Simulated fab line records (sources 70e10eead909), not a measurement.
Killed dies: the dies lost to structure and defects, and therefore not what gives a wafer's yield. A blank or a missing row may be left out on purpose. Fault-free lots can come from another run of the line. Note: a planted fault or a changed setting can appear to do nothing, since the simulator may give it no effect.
Problem report in the 8D (eight disciplines) form, filled by code ; flow nand harc ; the parts of the form that need people (team, actions taken, sign-off) are left out

## 1. WHAT WENT WRONG
Wafers with no fault read 161.4 sccm with a standard deviation of 0.54, whereas mfc precursor sccm at NHARC_A_CONTACT_DEP_24 reads a mean of 179.7 sccm on 1 wafer of 1 lot. That is +34 standard deviations from the usual mean.
The step: deposits SiO2, target thk 500 nm.
Seen first at day 18 16:27 on pecvd-03, wafer L625.5. At this step, 39 wafers from 13 lots have a number in the record. The rule behind "out" and "out of limits": a value lying over 4 standard deviations away from the usual mean. The other wafers with a number count as sound.

## 2. WHAT IT IS; WHAT IT IS NOT
question;is;is not
which readings at this step;mfc precursor sccm;heater power w, susceptor temp C, throttle valve pct
which lots;L625;L615, L616, L617, L618, L622, L623, L631, L632, L633, L634, L636, L637
which wafers of those lots;L625.5;L625.1, L625.4
read on which tools;pecvd-03;pecvd-01, pecvd-04
when;from day 18 16:27;"up to then (20 sound wafers); but 18 sound wafers of L631, L632, L633, L634, L636, L637 came after"

## 3. THE SUSPECTS, EACH WITH WHAT RULES IT OUT
Counting: any tool at a process step up to the reading remains a suspect provided it ran every lot that is out. Sound lots after the first of them don't rule it out here, since some wafers of a struck lot are sound.
- pecvd-03 at NHARC_A_CONTACT_DEP_24 (deposits SiO2, target thk 500 nm): kept. It processed L625, the lot that is out, at day 18 16:27, and its most recent sound lot before then was L622 at day 17 19:32. On those wafers its own readings are out: mfc precursor sccm.
- Within pecvd-03 at NHARC_A_CONTACT_DEP_24, the wafers that are out were processed in chamber 1 and their sound lot-mates in chamber 2.
Remaining after the count: pecvd-03 at NHARC_A_CONTACT_DEP_24.

## 4. THE CAUSE (what the simulator had put in)
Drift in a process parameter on pecvd-03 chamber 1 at NHARC_A_CONTACT_DEP_24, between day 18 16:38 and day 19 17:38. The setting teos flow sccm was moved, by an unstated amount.
After counting, this tool was the only one left.

## 5. SEQUENCE OF EFFECTS, ordered by route
Each row: a reading where the mean over the struck wafers with a number is more than 3 standard deviations away from the usual. Readings are gone through only where the record gives a usual standard deviation; hours: the median, over the lots, of the time from a lot's start at the first step in this table giving one to that lot's start at this step; sigmas: the change measured in usual standard deviations.
hours;step;reading;usual;on struck wafers;change;sigmas
0;NHARC_A_CONTACT_DEP_24;mfc precursor sccm;161.4 sccm;179.7;+18.3;+34
Its process steps:
- NHARC_A_CONTACT_DEP_24: deposits SiO2, target thk 500 nm.
At these later measuring or inspecting steps, every struck wafer for which the step has a row has a number for every such reading, and none has moved that far: NHARC_A_CONTACT_INSPECT_44.

## 6. HOW IT WOULD HAVE BEEN CAUGHT EARLIER
In this record the first reading out of limits was taken at day 18 16:27.
